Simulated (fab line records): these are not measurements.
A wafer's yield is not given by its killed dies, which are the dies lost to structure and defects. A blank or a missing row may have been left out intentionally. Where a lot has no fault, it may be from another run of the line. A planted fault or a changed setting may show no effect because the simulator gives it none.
A lot that was struck, set against a sound lot | flow nand_harc | 27 steps out of a route of 1302
Sound: wafers L118.1, L118.4, L118.5. Struck: wafer L121.3 (L121.2, L121.4, from the same lot, were not struck and are left out); the cause is given at the end.
At each step with rows: each side's tool, then ch and its chambers, then its first start. Under that, the readings that differ: sound wafers | struck wafers | difference of the means | sigmas: that difference in standard deviations of wafers without a fault.
alike: readings with means less than 2 such deviations apart, plus words and numbers identical on both sides. not compared: withheld readings, readings lacking a value on some wafer, bounds such as >300 that could conceal the same value, and numbers that have no deviation in the record and whose values overlap.
The two part at a step that has a row with sigmas, a row that says differs or no value, or rows on one side only. Numbers that have no deviation but don't overlap get no sigmas and don't part them. A reading missing from all wafers of one side parts the sides only when that side holds two or more wafers.

first, 1 step without rows for these wafers: NHARC_A_M0_DEGAS_28 (time 60 s).
NHARC_A_M0_PRE_CLEAN_29: time 30 s.
  sound on pvd_sputter-01; struck on pvd_sputter-02
  alike: heater_power_w
NHARC_A_M0_PVD_20: deposits TaN, target thk 5 nm, time 8.06 s.
  sound on pvd_sputter-01; struck on pvd_sputter-02
  alike: bias_v, throttle_valve_pct
then, 2 steps without rows for these wafers: NHARC_A_M0_PVD_21 (deposits Cu, target thk 30 nm, time 20.49 s); NHARC_A_M0_ECD_22 (material Cu, target thk 400 nm).
NHARC_A_M0_ANNEAL_30: time 90 s.
  sound on rtp_anneal-02 ch 0, day 22 22:51; struck on rtp_anneal-02 ch 0, day 24 01:50
  alike: wafer_temp_C_max
NHARC_A_M0_CMP_23: polishes, t overpolish 20 s, target thk 113.75 nm.
  sound on cmp-03 ch 0,1,2, day 22 23:13; struck on cmp-03 ch 2, day 24 02:07
  alike: motor_current_A, time_to_endpoint_s
NHARC_A_M0_THK_MEAS_24: measures by xrf.
  sound on film_metro-02 at day 22 23:31; struck on film_metro-01 at day 24 02:26
  alike: thk_nm
next, for these wafers, 1 step has no rows: NHARC_A_M0_SRD_25.
NHARC_A_M0_INSPECT_27:
  sound on defect_inspect-02 at day 22 23:40; struck on defect_inspect-01 at day 24 02:36
  alike: raw_defect_count
NHARC_A_M0_PRE_CLEAN_31: time 12 s.
  sound on pecvd-03 ch 2, day 22 23:50; struck on pecvd-01 ch 1, day 24 02:40
  alike: heater_power_w
NHARC_A_M0_DEP_32: deposits SiCN, target thk 30 nm.
  sound on pecvd-03 ch 2, day 22 23:58; struck on pecvd-01 ch 1, day 24 02:44
  alike: heater_power_w
then, 10 steps without rows for these wafers: NHARC_A_M1_DEP_00 (deposits SiOC, target thk 182.5 nm); NHARC_A_M1_DEHYDRATE_01 (time 120 s); NHARC_A_M1_HMDS_02 (time 30 s); NHARC_A_M1_COAT_34 (time 65 s); NHARC_A_M1_COAT_03 (resist thk 90 nm); NHARC_A_M1_SOFTBAKE_04 (time 55 s); NHARC_A_M1_EBR_05; NHARC_A_M1_EXPOSE_06 (exposes mask A M1, target cd 120 nm); NHARC_A_M1_PEB_07 (peb time 65 s); NHARC_A_M1_DEVELOP_08 (develop time 35 s).
NHARC_A_M1_CD_MEAS_09 targets a cd of 120 nm.
  sound on cd_sem-02 ch 0, day 23 01:20; struck on cd_sem-02 ch 0, day 24 03:59
  alike: cd_nm
NHARC_A_M1_OVL_MEAS_10: pitch 240 nm.
  sound on overlay-02 at day 23 01:26; struck on overlay-01 at day 24 04:05
  reading           | sound       | struck | difference | sigmas
  overlay_y_nm (nm) | 0.5 0.5 0.6 | -1.4   | -1.9       | -2
  alike: overlay_x_nm
NHARC_A_M1_INSPECT_11:
  sound on defect_inspect-01 at day 23 01:28; struck on defect_inspect-02 at day 24 04:07
  reading          | sound    | struck | difference | sigmas
  raw_defect_count | 62 61 54 | 396    | +337       | +9
then, 1 step without rows for these wafers: NHARC_A_M1_DESCUM_14 (chemistry O2, time 3 s).
NHARC_END_SORT_01:
  sound on prober-02 ch 0, day 24 12:29; struck on prober-01 ch 0, day 25 16:59
  reading                  | sound    | struck | difference | sigmas
  defect_limited_yield (%) | 92 93 94 | 86     | -7         | -2
  killed_at_array          | 48 47 41 | 88     | +43        | +2
  killed_at_periphery      | 1 0 0    | 7      | +7         | +3
  killed_dies              | 51 48 41 | 96     | +49        | +2
  alike: killed_at_other, killed_open, killed_short

## WHERE THEY PART
First at NHARC_A_M1_OVL_MEAS_10; last, within this record, at NHARC_END_SORT_01.

WHY: the cause the simulator had injected
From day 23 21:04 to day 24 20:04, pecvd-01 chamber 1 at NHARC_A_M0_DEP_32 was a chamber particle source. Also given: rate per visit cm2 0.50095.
